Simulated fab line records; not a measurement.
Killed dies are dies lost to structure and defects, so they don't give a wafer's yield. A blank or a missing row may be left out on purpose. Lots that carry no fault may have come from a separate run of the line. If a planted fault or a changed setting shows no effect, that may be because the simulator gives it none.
Which tool was responsible? ; flow nand harc ; 15 lots, 45 wafers sampled, at 2 steps of a route of 1302

WHAT THE GAUGES SHOWED, per wafer
NHARC_P_GATE_INSPECT_28.
lot;measured;on;raw defect count
L334;day 4 21:50;defect inspect-02;4 5 7
L335;day 5 09:40;defect inspect-02;7 4 8
L336;day 6 07:26;defect inspect-01;11 4 10
L338;day 6 16:24;defect inspect-02;5 11 6
L341;day 7 19:19;defect inspect-01;2 6 4
L342;day 8 15:28;defect inspect-02;8 7 10
L344;day 9 01:32;defect inspect-01;2 3 4
L345;day 9 20:32;defect inspect-02;6 4 3
L349;day 11 03:31;defect inspect-02;7 10 7
L352;day 12 09:17;defect inspect-02;8 5 9
L353;day 13 05:14;defect inspect-02;12 10 5
L354;day 13 11:30;defect inspect-01;4 6 5
L355;day 14 02:25;defect inspect-01;4 4 7
L356;day 14 01:59;defect inspect-01;3 6 8
L357;day 14 13:27;defect inspect-02;3 4 2

WHICH TOOL RAN EACH LOT (tool, then ch and the chambers of the sampled wafers, then the start)
lot;NHARC_P_GATE_DESCUM_13
L334;rie diel-07 ch 1,2, day 4 07:13
L335;rie diel-02 ch 1,2, day 4 19:07
L336;rie diel-02 ch 1,2,3, day 5 08:16
L338;rie diel-03 ch 0,1,3, day 5 23:40
L341;rie diel-03 ch 0,1, day 7 03:16
L342;rie diel-02 ch 0,2,3, day 7 22:38
L344;rie diel-02 ch 0,2,3, day 8 11:23
L345;rie diel-02 ch 0,1, day 9 02:03
L349;rie diel-07 ch 0,2,3, day 10 11:55
L352;rie diel-03 ch 1,3, day 11 19:26
L353;rie diel-03 ch 1,2, day 12 10:11
L354;rie diel-02 ch 1,2,3, day 12 20:09
L355;rie diel-03 ch 1,2,3, day 13 07:49
L356;rie diel-03 ch 0,2,3, day 13 07:59
L357;rie diel-03 ch 0,1, day 13 20:01
- NHARC_P_GATE_DESCUM_13: chemistry O2, time 3 s.

AS READ BY THE TOOLS THEMSELVES (means over the sampled wafers that have a number; for cases with no such wafer, the mark the record gives instead)
NHARC_P_GATE_DESCUM_13.
lot;tool;drypump motor current A (A);o2 flow sccm (sccm);oes product au (a.u.);rf vpp V (V);showerhead plenum p Torr (Torr);throttle valve pct (%)
L334;rie diel-07;4.9;199.8;1.000;57.5;1.91;11.311
L335;rie diel-02;5.7;199.8;0.990;57.8;1.88;11.321
L336;rie diel-02;5.8;200.1;1.004;57.5;1.86;11.309
L338;rie diel-03;5.8;199.5;1.007;58.0;1.98;11.311
L341;rie diel-03;5.8;200.5;1.007;57.3;1.98;11.306
L342;rie diel-02;5.7;200.5;1.000;57.2;1.85;11.315
L344;rie diel-02;5.7;200.8;1.008;57.4;1.85;11.318
L345;rie diel-02;5.4;199.8;0.999;57.1;1.82;11.317
L349;rie diel-07;5.2;199.9;1.002;57.5;1.93;11.312
L352;rie diel-03;6.0;200.4;0.992;58.9;2.05;11.319
L353;rie diel-03;5.6;199.5;1.011;58.0;1.96;11.311
L354;rie diel-02;5.8;200.2;1.009;56.4;1.86;11.306
L355;rie diel-03;5.8;199.5;1.010;57.6;2.00;11.307
L356;rie diel-03;5.8;200.1;1.013;58.3;1.93;11.308
L357;rie diel-03;5.7;200.0;1.002;58.0;1.91;11.305

THE ANSWER, worked out from the rows above alone
Rule: the usual values come from the lots themselves. The widest of any qualifying gaps counts: lots, ordered by their means at a reading, are off when they make up no more than a third of the lots, leave a main group of 4 or more, and stand apart from it by 3 or more times the standard deviation of that group's means. A main group is skipped when, at the precision printed for the reading in the tables above, its means are all equal. Also off: a lot with no number at a reading for which 4 or more lots have one. Where the step has rows for the other lots, those lots are counted as sound. After the gauges, taken in route order, come the tools' own readings; for these a lot's mean is taken, as printed above. The first step at which some lot is off is used, and at that step the reading that is off furthest; a lot without a number counts as furthest.
None of the lots is off at any reading shown; this tells nothing.

WHAT THE SIMULATOR HAD INSERTED
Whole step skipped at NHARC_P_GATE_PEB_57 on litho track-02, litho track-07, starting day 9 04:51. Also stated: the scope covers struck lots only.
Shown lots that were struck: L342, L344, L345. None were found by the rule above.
